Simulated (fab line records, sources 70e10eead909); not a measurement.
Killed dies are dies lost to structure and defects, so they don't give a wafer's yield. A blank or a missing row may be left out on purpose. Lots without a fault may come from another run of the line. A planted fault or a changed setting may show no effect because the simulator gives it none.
fab line records | flow nand_harc
record lots=24 wafers=72 last_day=34
route steps=1302 shown A_CHANNEL_FILL_D1@499 A_ONON_D2@561 A_CHANNEL_HOLE_D2@589 A_CHANNEL_FILL_D2@615
lots that met no fault: from a run of the same line without faults
start_h: hours from the record's first day to the start of the lot's first wafer shown | wait_h: hours since the lot's step before | " the same as in the row above | L1.1+2: a row that stands for several wafers | - no value, or no start given | * or withheld: withheld | < > ~ a bound
route shown NAME@n: a module of which the file shows steps, and the number in the route of the first | usual: mean/standard deviation of fault-free wafers | same: alike in all rows | chamber/n: place in a boat | sites: the reading at each site | _std_site: their standard deviation | _edge_site: outer sites' mean less inner sites' | radius_mm: how far each site lies from the wafer's centre | mask NAME#n: copy n | behind: the tool/chamber that last shaped the wafer | hold: why the lot was held/for how many hours/how that ended | device: the transistor (n, p or np) that didn't switch | end of line: the same wafers' tests at the end of the route | a step without rows: its recipe alone | killed: dies lost to structure and defects at the first sort, not the wafer's yield | map: a wafer's dies, x killed, . not, _ none there
set.NAME: the setting as run; set.NAME@STEP: as run at that earlier step | model.NAME: the simulator's own value behind a step, which no gauge read
steps of the route over a sample of lots; a table a step, a row a wafer
services: from which hour (start_h, from the record's first day; less than 0 if before it) a tool's chamber was out of use, for how many hours, and why
## steps
# step NHARC_A_CHANNEL_FILL_D1_ETCHBACK_19
# recipe target_depth_a=50 time_s=1.7 hbr_flow_sccm=150 cl2_flow_sccm=50 rf_w=400 icp_w=400 bias_w=100 chemistry=HBr/Cl2
# usual drypump_motor_current_A=5.9/0.41 oes_product_au=0.998/0.01 throttle_valve_pct=26.406/0.0079
# columns lot.wafer tool chamber start_h wait_h drypump_motor_current_A oes_product_au rf_hours_counter_h throttle_valve_pct
L074.3 rie_si-03 3 218.41 0.4 6.4 1.009 0.91 26.413
L074.2 " 2 " " 5.9 1.009 0.90 26.407
L074.6 " 3 " " 6.4 1.013 - 26.419
L075.4 rie_si-05 3 236.88 0.4 5.7 1.013 0.63 26.408
L075.1 " 1 " " 5.4 0.996 0.60 26.400
L075.6 " 0 " " 5.5 1.010 - 26.409
L076.1 rie_si-04 0 236.90 0.4 5.4 0.998 0.41 26.401
L076.5 " 3 " " 6.2 1.001 - 26.404
L076.6 " 0 " " 5.4 1.012 - 26.398
L077.1 rie_si-05 2 243.98 0.4 6.0 0.998 0.72 26.407
L077.5 " 3 " " 5.6 1.000 - 26.400
L077.6 " 0 " " 5.5 1.003 - 26.393
L079.3 rie_si-04 0 253.44 0.4 5.4 1.005 0.53 26.404
L079.2 " 1 " " 5.6 1.013 0.52 26.414
L079.6 " 1 " " 5.6 1.000 - 26.409
L078.2 rie_si-03 0 253.48 0.4 6.1 0.982 0.23 26.412
L078.6 " 1 " " 6.5 0.987 - 26.406
L078.5 " 2 " " 5.8 1.002 - 26.413
L080.1 rie_si-03 3 271.39 0.4 6.5 1.009 0.23 26.408
L080.2 " 0 " " 6.0 0.980 0.26 26.387
L080.6 " 2 " " 5.8 0.991 - 26.399
L081.1 rie_si-05 1 291.64 0.4 5.4 0.981 1.04 26.402
L081.3 " 0 " " 5.5 0.996 0.85 26.413
L081.5 " 1 " " 5.4 0.994 - 26.415
L082.2 rie_si-03 0 296.68 0.4 6.0 0.980 0.45 26.397
L082.3 " 2 " " 5.8 0.993 0.45 26.407
L082.6 " 1 " " 6.5 0.997 - 26.398
L083.4 rie_si-04 0 296.70 0.4 5.4 1.008 0.82 26.408
L083.1 " 1 " " 5.6 1.010 0.81 26.403
L083.6 " 2 " " 5.4 0.994 - 26.400
L084.1 rie_si-04 1 319.05 0.4 5.7 1.010 0.94 26.415
L084.2 " 2 " " 5.4 1.004 0.86 26.409
L084.6 " 1 " " 5.6 1.009 - 26.399
L085.2 rie_si-03 1 331.84 0.4 6.5 0.993 0.73 26.398
L085.3 " 3 " " 6.4 0.996 0.60 26.406
L085.1 " 0 " " 6.0 0.984 0.68 26.410
L086.1 rie_si-05 1 343.19 0.4 5.4 0.986 0.12 26.398
L086.2 " 2 " " 6.0 0.992 0.16 26.413
L086.5 " 1 " " 5.4 0.984 - 26.407
L087.3 rie_si-03 0 347.16 0.4 6.1 0.986 0.71 26.402
L087.6 " 0 " " 6.1 0.981 - 26.415
L087.5 " 1 " " 6.5 0.999 - 26.410
L089.4 rie_si-03 0 355.95 0.4 6.0 0.982 0.77 26.403
L089.2 " 1 " " 6.5 0.994 0.84 26.408
L089.1 " 3 " " 6.5 0.983 0.69 26.426
L088.1 rie_si-05 3 355.96 0.4 5.6 0.990 0.39 26.415
L088.5 " 2 " " 6.0 0.987 - 26.414
L088.6 " 3 " " 5.7 0.992 - 26.409
L090.1 rie_si-05 0 377.08 0.4 5.5 1.004 0.47 26.408
L090.2 " 3 " " 5.7 0.992 0.55 26.414
L090.5 " 0 " " 5.5 0.992 - 26.402
L091.2 rie_si-03 1 386.35 0.4 6.5 0.994 1.02 26.398
L091.3 " 3 " " 6.5 0.987 0.89 26.413
L091.5 " 1 " " 6.6 0.994 - 26.394
L092.3 rie_si-04 0 386.36 0.4 5.4 1.008 0.20 26.409
L092.4 " 1 " " 5.6 1.006 0.24 26.400
L092.1 " 2 " " 5.4 1.009 0.22 26.385
L093.4 rie_si-04 2 399.43 0.4 5.3 1.001 0.28 26.407
L093.1 " 3 " " 6.2 1.009 0.26 26.398
L093.3 " 1 " " 5.7 0.994 0.28 26.414
L094.1 rie_si-03 0 414.78 0.4 6.1 1.003 0.02 26.423
L094.4 " 2 " " 5.8 0.995 0.01 26.401
L094.5 " 1 " " 6.5 0.976 - 26.410
L095.1 rie_si-04 0 426.92 0.4 5.3 1.006 0.41 26.395
L095.4 " 1 " " 5.7 1.002 0.43 26.415
L095.5 " 1 " " 5.6 1.005 - 26.400
L096.2 rie_si-04 1 438.79 0.4 5.6 0.991 0.48 26.408
L096.3 " 2 " " 5.4 1.012 0.48 26.418
L096.6 " 1 " " 5.6 0.998 - 26.411
L097.3 rie_si-03 2 447.07 0.4 5.8 0.999 0.21 26.417
L097.6 " 0 " " 6.0 0.992 - 26.411
L097.5 " 1 " " 6.5 0.990 - 26.409
# step NHARC_A_CHANNEL_FILL_D1_CMP_10
# recipe target_thk_nm=150
# usual motor_current_A=11.6/0.85 slurry_flow_ml_min=150.0/0.47 time_to_endpoint_s=13.8/2.1
# columns lot.wafer tool chamber start_h wait_h motor_current_A slurry_flow_ml_min time_to_endpoint_s
L074.3 cmp-03 1 242.19 0.4 11.5 149.7 14.7
L074.2 " 2 " " 11.3 150.1 13.9
L074.6 " 1 " " 11.3 150.9 15.6
L075.1 cmp-01 2 261.20 0.4 9.6 150.5 14.3
L075.4 " 0 " " 12.0 150.7 17.7
L075.6 " 2 " " 10.2 150.3 14.7
L076.1 cmp-03 3 261.27 0.4 11.3 150.1 20.4
L076.6 " 0 " " 10.8 150.2 16.5
L076.5 " 1 " " 10.9 150.8 16.7
L077.1 cmp-02 0 267.18 0.4 13.4 149.7 12.5
L077.5 " 1 " " 11.6 150.6 10.0
L077.6 " 2 " " 11.9 150.3 16.5
L078.2 cmp-03 2 276.74 0.4 11.8 150.3 13.2
L078.5 " 1 " " 10.3 150.7 14.7
L078.6 " 2 " " 11.3 149.9 12.6
L079.2 cmp-03 0 280.61 0.4 11.3 149.5 13.5
L079.3 " 3 " " 11.6 149.4 12.6
L079.6 " 1 " " 11.3 150.1 13.6
L080.1 cmp-01 3 294.86 0.4 12.2 150.0 13.2
L080.2 " 2 " " 10.2 150.7 13.9
L080.6 " 0 " " 12.0 149.6 14.6
L082.3 cmp-03 0 318.02 0.4 10.8 149.7 13.8
L082.2 " 3 " " 12.1 150.0 14.4
L082.6 " 0 " " 11.2 150.0 10.3
L081.3 cmp-02 2 321.83 0.4 11.1 150.1 15.6
L081.1 " 0 " " 13.3 150.9 12.6
L081.5 " 2 " " 11.8 150.4 16.2
L083.4 cmp-03 2 321.84 0.4 11.6 150.2 13.2
L083.1 " 0 " " 11.8 149.7 11.7
L083.6 " 2 " " 11.8 150.2 15.8
L084.1 cmp-02 2 342.30 0.4 11.6 150.2 10.7
L084.2 " 0 " " 13.5 149.6 11.6
L084.6 " 1 " " 10.9 150.0 9.3
L085.1 cmp-01 2 357.46 0.4 10.1 150.7 17.5
L085.3 " 3 " " 10.9 149.8 15.7
L085.2 " 1 " " 11.9 151.2 14.3
L086.1 cmp-03 1 367.76 0.4 11.4 149.5 14.5
L086.2 " 2 " " 11.9 149.5 11.5
L086.5 " 1 " " 11.2 149.9 14.2
L087.3 cmp-01 1 367.79 0.4 12.6 150.0 14.0
L087.6 " 0 " " 12.6 150.2 12.6
L087.5 " 1 " " 13.5 150.3 13.2
L089.4 cmp-01 2 379.48 0.4 10.2 149.8 16.3
L089.1 " 3 " " 11.7 149.2 11.6
L089.2 " 0 " " 12.1 149.4 13.2
L088.1 cmp-02 0 379.51 0.4 13.0 149.9 16.2
L088.6 " 3 " " 10.5 149.6 14.3
L088.5 " 0 " " 13.0 150.6 15.6
L090.1 cmp-03 3 400.63 0.4 11.3 150.0 17.6
L090.2 " 1 " " 11.4 149.2 14.6
L090.5 " 0 " " 11.3 150.5 12.5
L091.3 cmp-03 1 410.07 0.4 11.4 150.5 16.3
L091.2 " 0 " " 11.7 149.7 16.1
L091.5 " 2 " " 11.6 150.0 12.1
L092.3 cmp-02 1 410.09 0.4 10.8 149.8 9.0
L092.4 " 2 " " 12.1 150.4 13.8
L092.1 " 3 " " 11.0 150.5 10.1
L093.4 cmp-01 3 422.61 0.4 12.1 150.0 10.7
L093.3 " 0 " " 12.9 149.8 15.5
L093.1 " 2 " " 10.1 150.2 14.4
L094.1 cmp-01 1 439.33 0.4 12.3 149.4 14.0
L094.4 " 2 " " 10.0 149.6 12.1
L094.5 " 0 " " 12.3 149.6 13.3
L095.1 cmp-02 3 450.52 0.4 11.0 149.2 13.1
L095.4 " 0 " " 13.7 149.5 14.8
L095.5 " 0 " " 13.4 148.9 15.5
L096.3 cmp-01 0 463.79 0.4 11.8 149.3 14.4
L096.2 " 2 " " 10.8 149.9 13.2
L096.6 " 3 " " 11.8 150.1 13.3
L097.3 cmp-02 2 470.76 0.4 12.1 151.0 16.5
L097.6 " 2 " " 12.3 149.6 16.7
L097.5 " 3 " " 11.2 150.0 15.0
# step NHARC_A_ONON_D2_THK_MEAS_24
# recipe thk_meas_gauge=ellipsometry
# usual thk_nm=997/9.5
# columns lot.wafer tool chamber start_h wait_h thk_nm
L074.2 film_metro-01 - 289.21 - 1010
L074.3 " - " " 1010
L074.6 " - " " 1010
L076.1 film_metro-01 - 307.15 - 1003
L076.5 " - " " 1003
L076.6 " - " " 1003
L075.1 film_metro-01 - 307.17 - 996
L075.4 " - " " 995
L075.6 " - " " 996
L077.1 film_metro-02 - 323.02 - 1014
L077.5 " - " " 1011
L077.6 " - " " 1011
L079.2 film_metro-01 - 323.16 - 994
L079.3 " - " " 995
L079.6 " - " " 995
L078.2 film_metro-02 - 323.37 - 995
L078.5 " - " " 992
L078.6 " - " " 993
L080.1 film_metro-02 - 348.65 - 999
L080.2 " - " " 998
L080.6 " - " " 998
L082.2 film_metro-01 - 364.05 - 1003
L082.3 " - " " 1004
L082.6 " - " " 1005
L081.1 film_metro-01 - 369.90 - 987
L081.3 " - " " 989
L081.5 " - " " 989
L083.1 film_metro-02 - 369.91 - 984
L083.4 " - " " 984
L083.6 " - " " 982
L084.1 film_metro-02 - 388.43 - 989
L084.2 " - " " 990
L084.6 " - " " 990
L085.1 film_metro-01 - 403.70 - 1005
L085.2 " - " " 1004
L085.3 " - " " 1004
L086.1 film_metro-01 - 416.37 - 997
L086.2 " - " " 999
L086.5 " - " " 998
L087.3 film_metro-02 - 416.37 - 994
L087.5 " - " " 993
L087.6 " - " " 995
L088.1 film_metro-02 - 435.26 - 1014
L088.5 " - " " 1013
L088.6 " - " " 1015
L089.1 film_metro-01 - 435.26 - 981
L089.2 " - " " 979
L089.4 " - " " 982
L090.1 film_metro-01 - 444.08 - 989
L090.2 " - " " 990
L090.5 " - " " 990
L092.1 film_metro-01 - 457.28 - 985
L092.3 " - " " 984
L092.4 " - " " 985
L091.2 film_metro-02 - 457.30 - 1002
L091.3 " - " " 1000
L091.5 " - " " 1003
L093.1 film_metro-02 - 472.00 - 998
L093.3 " - " " 995
L093.4 " - " " 998
L094.1 film_metro-01 - 484.70 - 987
L094.4 " - " " 986
L094.5 " - " " 986
L095.1 film_metro-02 - 503.16 - 1013
L095.4 " - " " 1012
L095.5 " - " " 1014
L096.2 film_metro-01 - 515.91 - 1000
L096.3 " - " " 1002
L096.6 " - " " 1000
L097.3 film_metro-01 - 525.23 - 987
L097.5 " - " " 986
L097.6 " - " " 986
# step NHARC_A_CHANNEL_HOLE_D2_ETCH_16
# recipe target_depth_a=31000 over_etch_frac=0.3 time_s=806 ion_energy_ev=150 o2_flow_sccm=400 cos_flow_sccm=20 ar_flow_sccm=0 rf_w=500 bias_w=300 chemistry=O2/COS
# usual drypump_motor_current_A=6.0/0.57 o2_flow_sccm=400.0/1.2 oes_product_au=1.001/0.0098 rf_vpp_V=314.0/2 showerhead_plenum_p_Torr=3.12/0.14 throttle_valve_pct=28.331/0.0083
# columns lot.wafer tool chamber start_h wait_h drypump_motor_current_A o2_flow_sccm oes_product_au rf_hours_counter_h rf_vpp_V showerhead_plenum_p_Torr throttle_valve_pct
L074.3 rie_diel-04 3 - - 5.4 400.2 0.993 7.7 313.3 3.10 28.334
L074.2 " 1 " " 6.8 400.9 0.994 4.1 314.6 3.10 28.324
L074.6 " 3 " " 5.4 399.7 0.993 - 315.6 3.10 28.331
L076.1 rie_diel-04 0 - - 6.6 400.2 1.000 9.1 315.8 3.26 28.324
L076.6 " 2 " " 6.8 399.3 1.021 - 312.5 3.04 28.319
L076.5 " 3 " " 5.4 402.2 0.984 - 314.1 3.10 28.331
L075.1 rie_diel-08 3 - - 6.6 399.3 1.018 7.0 312.7 3.05 28.319
L075.4 " 2 " " 5.8 403.0 0.985 - 317.7 3.32 28.329
L075.6 " 3 " " 6.6 399.6 1.017 - 312.1 3.04 28.344
L077.1 rie_diel-04 3 - - 5.4 398.1 0.982 9.9 315.0 3.10 28.332
L077.5 " 3 " " 5.4 397.8 0.988 - 313.0 3.10 28.332
L077.6 " 0 " " 6.5 399.3 0.995 - 316.7 3.26 28.302
L079.2 rie_diel-08 1 - - 5.4 401.2 0.992 6.3 312.9 3.11 28.337
L079.3 " 2 " " 5.8 399.9 0.987 8.1 317.5 3.32 28.339
L079.6 " 1 " " 5.4 399.3 0.991 - 313.2 3.11 28.318
L078.2 rie_diel-04 2 - - 6.7 400.4 1.007 8.1 312.4 3.04 28.341
L078.6 " 2 " " 6.8 399.4 1.019 - 312.9 3.04 28.331
L078.5 " 3 " " 5.4 400.0 0.983 - 314.1 3.10 28.322
L080.2 rie_diel-04 3 - - 5.4 400.7 1.001 13.2 313.6 3.10 28.338
L080.1 " 0 " " 6.5 400.5 1.000 12.1 316.9 3.26 28.334
L080.6 " 3 " " 5.4 399.2 0.993 - 314.1 3.10 28.335
L082.2 rie_diel-02 1 - - 6.0 399.8 1.015 7.3 315.2 3.28 28.318
L082.3 " 3 " " 4.7 399.8 1.008 6.5 317.9 3.34 28.331
L082.6 " 1 " " 6.0 398.4 1.005 - 318.7 3.28 28.330
L081.3 rie_diel-08 2 - - 5.8 400.3 1.010 0.4 317.0 3.31 28.346
L081.1 " 3 " " 6.6 399.8 1.021 0.3 311.6 3.04 28.331
L081.5 " 0 " " 6.3 400.7 1.001 - 313.8 3.05 28.326
L083.4 rie_diel-02 1 - - 6.0 399.2 1.009 8.3 315.8 3.27 28.339
L083.1 " 2 " " 6.3 400.0 1.000 8.0 313.1 2.97 28.315
L083.6 " 0 " " 6.3 403.5 1.010 - 312.3 2.91 28.334
L084.1 rie_diel-04 3 - - 5.4 399.8 0.990 3.2 314.8 3.10 28.333
L084.2 " 0 " " 6.5 400.6 0.984 2.6 315.2 3.25 28.337
L084.6 " 3 " " 5.4 400.0 0.993 - 312.3 3.10 28.339
L085.3 rie_diel-08 3 - - 6.6 401.2 1.016 2.2 312.7 3.04 28.323
L085.1 " 0 " " 6.3 399.3 0.992 1.9 312.7 3.05 28.341
L085.2 " 2 " " 5.7 400.5 0.997 2.3 316.9 3.31 28.322
L087.3 rie_diel-02 3 - - 4.7 400.1 1.007 1.4 316.9 3.34 28.328
L087.5 " 1 " " 6.0 401.3 1.006 - 315.4 3.27 28.319
L087.6 " 2 " " 6.2 399.2 0.999 - 312.5 2.97 28.323
L086.2 rie_diel-08 2 - - 5.8 397.6 0.998 3.9 317.0 3.31 28.324
L086.1 " 1 " " 5.4 400.6 0.995 3.5 312.9 3.11 28.332
L086.5 " 3 " " 6.6 398.6 1.005 - 314.1 3.04 28.322
L089.4 rie_diel-08 2 - - 5.8 397.2 1.000 4.6 317.0 3.31 28.330
L089.2 " 3 " " 6.6 401.3 1.016 4.8 313.9 3.04 28.350
L089.1 " 0 " " 6.3 398.5 0.997 3.2 312.9 3.05 28.314
L088.1 rie_diel-02 0 443.06 0.2 6.3 400.4 1.008 2.7 311.1 2.91 28.338
L088.5 " 2 " " 6.3 400.3 1.007 - 312.4 2.97 28.331
L088.6 " 0 " " 6.3 400.0 1.009 - 311.2 2.91 28.338
L090.2 rie_diel-02 2 - - 6.3 397.8 1.004 3.2 313.1 2.97 28.330
L090.1 " 3 " " 4.7 400.9 0.988 1.9 317.3 3.33 28.301
L090.5 " 0 " " 6.3 400.1 1.009 - 310.0 2.90 28.330
L092.3 rie_diel-08 0 - - 6.3 398.9 0.986 4.5 313.6 3.05 28.325
L092.4 " 1 " " 5.4 399.0 0.998 6.0 314.5 3.11 28.332
L092.1 " 2 " " 5.8 398.0 0.999 6.8 317.4 3.31 28.335
L091.3 rie_diel-04 1 - - 6.8 400.8 1.000 6.3 314.2 3.09 28.326
L091.2 " 2 " " 6.8 399.6 1.008 6.9 313.4 3.04 28.327
L091.5 " 0 " " 6.5 399.1 0.998 - 315.5 3.25 28.335
L093.3 rie_diel-02 2 - - 6.3 400.8 1.002 3.9 312.7 2.97 28.332
L093.4 " 3 " " 4.7 403.8 1.000 2.8 317.3 3.33 28.329
L093.1 " 0 " " 6.3 400.0 1.023 5.0 312.0 2.90 28.314
L094.1 rie_diel-02 2 - - 6.3 402.3 0.995 4.8 312.7 2.97 28.335
L094.4 " 1 " " 6.0 399.1 1.002 4.6 315.4 3.27 28.326
L094.5 " 2 " " 6.3 400.9 1.000 - 311.9 2.97 28.325
L095.4 rie_diel-02 1 - - 6.0 401.4 0.992 5.4 315.5 3.27 28.327
L095.1 " 3 " " 4.7 401.3 0.991 4.6 316.9 3.33 28.333
L095.5 " 0 " " 6.3 399.7 1.017 - 310.3 2.90 28.330
L096.2 rie_diel-02 1 - - 6.0 400.2 1.016 6.2 314.4 3.27 28.332
L096.3 " 3 " " 4.7 399.0 1.002 5.1 316.0 3.33 28.339
L096.6 " 2 " " 6.2 399.8 0.999 - 311.4 2.97 28.329
L097.3 rie_diel-08 0 - - 6.3 401.5 0.989 8.3 314.0 3.05 28.333
L097.6 " 1 " " 5.4 399.4 0.990 - 314.6 3.11 28.328
L097.5 " 2 " " 5.8 400.7 1.000 - 315.9 3.31 28.332
# step NHARC_A_CHANNEL_HOLE_D2_ETCH_25
# recipe bias_v=5000 source_w=withheld pressure_mtorr=20 time_s=1040.2 ar_flow_sccm=375 c4f8_flow_sccm=93.8 o2_flow_sccm=31.2 temp_c=-20 target_depth_a=15000 chemistry=C4F8/O2/Ar
# usual drypump_motor_current_A=5.98/0.24 o2_flow_sccm=31.21/0.083 showerhead_plenum_p_Torr=3.63/0.2 throttle_valve_pct=32.235/0.0085
# columns lot.wafer tool chamber start_h wait_h drypump_motor_current_A o2_flow_sccm rf_hours_counter_h showerhead_plenum_p_Torr throttle_valve_pct
L074.2 har_etch-02 1 298.72 0.6 5.78 31.31 361 3.46 32.243
L074.3 " 1 " " 5.81 31.29 - 3.46 32.241
L074.6 " 1 " " 5.77 31.18 - 3.46 32.254
L076.1 har_etch-01 1 320.13 0.6 6.26 31.17 168 3.47 32.239
L076.6 " 1 " " 6.26 31.33 - 3.47 32.231
L076.5 " 0 " " 6.23 31.09 - 3.59 32.229
L075.1 har_etch-02 1 323.97 0.7 5.79 31.16 373 3.45 32.236
L075.4 " 0 " " 5.73 31.25 - 3.47 32.224
L075.6 " 0 " " 5.73 31.38 - 3.47 32.228
L077.1 har_etch-01 0 333.23 0.6 6.22 31.15 176 3.59 32.238
L077.6 " 0 " " 6.21 31.20 - 3.59 32.235
L077.5 " 1 " " 6.26 31.27 - 3.46 32.232
L079.2 har_etch-02 0 334.16 0.6 5.72 31.19 380 3.47 32.243
L079.3 " 1 " " 5.81 31.00 - 3.45 32.235
L079.6 " 1 " " 5.82 31.23 - 3.45 32.250
L078.2 har_etch-01 0 337.38 0.6 6.24 31.19 179 3.58 32.245
L078.5 " 0 " " 6.22 31.20 - 3.58 32.239
L078.6 " 1 " " 6.24 31.21 - 3.46 32.234
L080.1 har_etch-02 1 357.28 0.6 5.79 31.31 392 3.44 32.254
L080.2 " 0 " " 5.73 31.32 392 3.46 32.235
L080.6 " 1 " " 5.80 31.30 - 3.44 32.239
L082.2 har_etch-01 0 372.59 0.6 6.25 31.26 198 3.57 32.238
L082.3 " 1 " " 6.23 31.23 - 3.45 32.239
L082.6 " 0 " " 6.23 31.16 - 3.57 32.236
L081.1 har_etch-02 1 381.54 0.7 5.79 31.11 407 3.43 32.238
L081.3 " 0 " " 5.74 31.11 - 3.45 32.243
L081.5 " 0 " " 5.72 31.16 - 3.45 32.232
L083.1 har_etch-01 0 383.59 0.7 6.24 31.30 206 3.57 32.239
L083.4 " 1 " " 6.25 31.32 - 3.45 32.242
L083.6 " 1 " " 6.25 31.24 - 3.45 32.237
L084.1 har_etch-02 1 402.57 0.6 5.80 31.25 3 3.93 32.243
L084.2 " 0 " " 5.73 31.24 3 3.93 32.237
L084.6 " 1 " " 5.77 31.36 - 3.93 32.230
L085.1 har_etch-01 1 415.71 0.6 6.25 31.25 229 3.44 32.245
L085.2 " 0 " " 6.18 31.26 229 3.56 32.238
L085.3 " 0 " " 6.21 31.36 - 3.56 32.244
L087.3 har_etch-01 0 428.23 0.7 6.20 31.19 - 3.55 32.236
L087.5 " 1 " " 6.24 31.27 - 3.43 32.237
L087.6 " 0 " " 6.21 31.25 - 3.55 32.223
L086.1 har_etch-02 0 429.53 0.6 5.72 31.22 22 3.92 32.239
L086.2 " 1 " " 5.80 31.27 22 3.92 32.234
L086.5 " 0 " " 5.73 31.14 - 3.92 32.240
L089.2 har_etch-02 1 444.21 0.6 5.78 31.18 26 3.91 32.233
L089.1 " 0 " " 5.71 31.15 26 3.91 32.244
L089.4 " 0 " " 5.71 31.12 - 3.91 32.247
L088.1 har_etch-01 1 446.99 0.7 6.24 31.12 248 3.43 32.236
L088.5 " 0 " " 6.23 31.13 - 3.55 32.241
L088.6 " 1 " " 6.24 31.23 - 3.43 32.226
L090.2 har_etch-02 1 452.94 0.6 5.81 31.21 33 3.91 32.237
L090.1 " 0 " " 5.72 31.10 33 3.91 32.230
L090.5 " 1 " " 5.82 31.15 - 3.91 32.235
L092.1 har_etch-01 0 470.26 0.6 6.22 31.22 260 3.54 32.229
L092.4 " 0 " " 6.24 31.18 - 3.54 32.236
L092.3 " 1 " " 6.24 31.30 - 3.42 32.253
L091.2 har_etch-02 0 471.08 0.7 5.72 31.23 45 3.90 32.235
L091.3 " 0 " " 5.72 31.42 - 3.90 32.235
L091.5 " 0 " " 5.73 31.38 - 3.90 32.246
L093.1 har_etch-02 1 480.82 0.7 5.79 31.22 52 3.90 32.229
L093.3 " 0 " " 5.72 31.15 - 3.90 32.233
L093.4 " 1 " " 5.78 31.29 - 3.90 32.238
L094.1 har_etch-02 0 495.28 0.6 5.71 31.19 64 3.89 32.222
L094.4 " 0 " " 5.72 31.16 - 3.89 32.233
L094.5 " 1 " " 5.83 31.24 - 3.89 32.224
L095.1 har_etch-02 1 518.93 0.6 5.79 31.18 72 3.89 32.242
L095.4 " 1 " " 5.77 31.10 - 3.89 32.238
L095.5 " 0 " " 5.71 31.23 - 3.89 32.242
L096.2 har_etch-01 0 524.69 0.7 6.21 31.10 290 3.53 32.251
L096.3 " 0 " " 6.23 31.14 - 3.53 32.230
L096.6 " 1 " " 6.25 31.31 - 3.40 32.237
L097.3 har_etch-01 0 538.75 0.7 6.23 31.24 - 3.52 32.237
L097.5 " 1 " " 6.23 31.09 - 3.40 32.253
L097.6 " 0 " " 6.24 31.19 - 3.52 32.228
# step NHARC_A_CHANNEL_FILL_D2_ALD_15
# recipe target_thk_a=20 pulse_time_s=60 ald_cycles=19 temp_c=630 pressure_torr=2 material=SiNx
# usual precursor_pulse_height_rel=1.002/0.019
# columns lot.wafer tool chamber start_h wait_h precursor_pulse_height_rel
L074.2 ald_sin_batch-01 0 - - 0.979
L074.3 " 0 " " 1.030
L074.6 " 0 " " 1.019
L076.1 ald_sin_batch-03 0 - - 1.016
L076.5 " 0 " " 1.013
L076.6 " 0 " " 1.011
L075.1 ald_sin_batch-02 0 - - 1.019
L075.4 " 0 " " 0.991
L075.6 " 0 " " 0.967
L077.1 ald_sin_batch-02 0 - - 1.026
L077.5 " 0 " " 0.984
L077.6 " 0 " " 0.979
L079.2 ald_sin_batch-02 0 - - 1.007
L079.3 " 0 " " 1.004
L079.6 " 0 " " 0.997
L078.2 ald_sin_batch-03 0 - - 0.998
L078.5 " 0 " " 0.984
L078.6 " 0 " " 1.005
L080.1 ald_sin_batch-01 0 - - 0.975
L080.2 " 0 " " 1.010
L080.6 " 0 " " 1.005
L082.2 ald_sin_batch-02 0 - - 1.055
L082.3 " 0 " " 0.994
L082.6 " 0 " " 0.987
L081.1 ald_sin_batch-02 0 - - 1.012
L081.3 " 0 " " 0.977
L081.5 " 0 " " 1.011
L083.1 ald_sin_batch-02 0 - - 1.018
L083.4 " 0 " " 0.993
L083.6 " 0 " " 0.988
L084.1 ald_sin_batch-01 0 - - 0.983
L084.2 " 0 " " 1.019
L084.6 " 0 " " 0.968
L085.1 ald_sin_batch-03 0 - - 0.988
L085.2 " 0 " " 0.977
L085.3 " 0 " " 0.988
L086.1 ald_sin_batch-02 0 - - 1.005
L086.2 " 0 " " 0.963
L086.5 " 0 " " 1.002
L087.3 ald_sin_batch-02 0 - - 1.017
L087.5 " 0 " " 1.023
L087.6 " 0 " " 1.014
L088.1 ald_sin_batch-02 0 - - 0.990
L088.5 " 0 " " 1.007
L088.6 " 0 " " 1.004
L089.1 ald_sin_batch-02 0 - - 0.984
L089.2 " 0 " " 1.019
L089.4 " 0 " " 1.007
L090.1 ald_sin_batch-02 0 - - 1.001
L090.2 " 0 " " 0.997
L090.5 " 0 " " 0.967
L091.2 ald_sin_batch-02 0 483.36 3.0 0.991
L091.3 " 0 " " 1.013
L091.5 " 0 " " 1.016
L092.1 ald_sin_batch-02 0 - - 1.006
L092.3 " 0 " " 0.984
L092.4 " 0 " " 1.024
L093.1 ald_sin_batch-01 0 - - 0.986
L093.3 " 0 " " 1.023
L093.4 " 0 " " 0.991
L094.1 ald_sin_batch-02 0 - - 1.015
L094.4 " 0 " " 1.002
L094.5 " 0 " " 0.985
L095.1 ald_sin_batch-03 0 - - 0.988
L095.4 " 0 " " 1.006
L095.5 " 0 " " 1.034
L096.2 ald_sin_batch-03 0 - - 1.009
L096.3 " 0 " " 1.019
L096.6 " 0 " " 0.992
L097.3 ald_sin_batch-02 0 - - 1.030
L097.5 " 0 " " 0.995
L097.6 " 0 " " 1.019
## services
# columns tool chamber start_h hours kind
cmp-01 - 195.78 0.4 repair
rie_diel-02 - 216.72 9.0 pm
cmp-03 - 216.90 0.2 repair
cmp-01 - 217.69 1.0 repair
rie_si-03 - 221.00 9.0 pm
cmp-03 - 224.81 5.1 repair
rie_diel-02 - 238.75 1.7 repair
cmp-03 - 264.98 4.0 pm
ald_sin_batch-02 - 266.00 26.0 pm
rie_diel-02 0 269.53 1.5 repair
har_etch-01 - 284.24 5.7 repair
cmp-03 - 335.72 0.7 repair
cmp-03 - 362.98 4.0 pm
rie_si-03 1 374.27 7.7 repair
har_etch-02 - 382.67 17.0 pm
rie_diel-02 - 384.13 0.6 repair
rie_diel-02 - 393.72 9.0 pm
rie_si-03 - 398.00 9.0 pm
rie_diel-02 2 407.57 1.5 repair
rie_diel-02 3 424.05 22.0 repair
rie_diel-02 1 439.00 6.4 repair
rie_diel-02 - 453.16 1.0 repair
cmp-03 - 460.98 4.0 pm
cmp-03 - 523.59 1.1 repair
## key
fault none
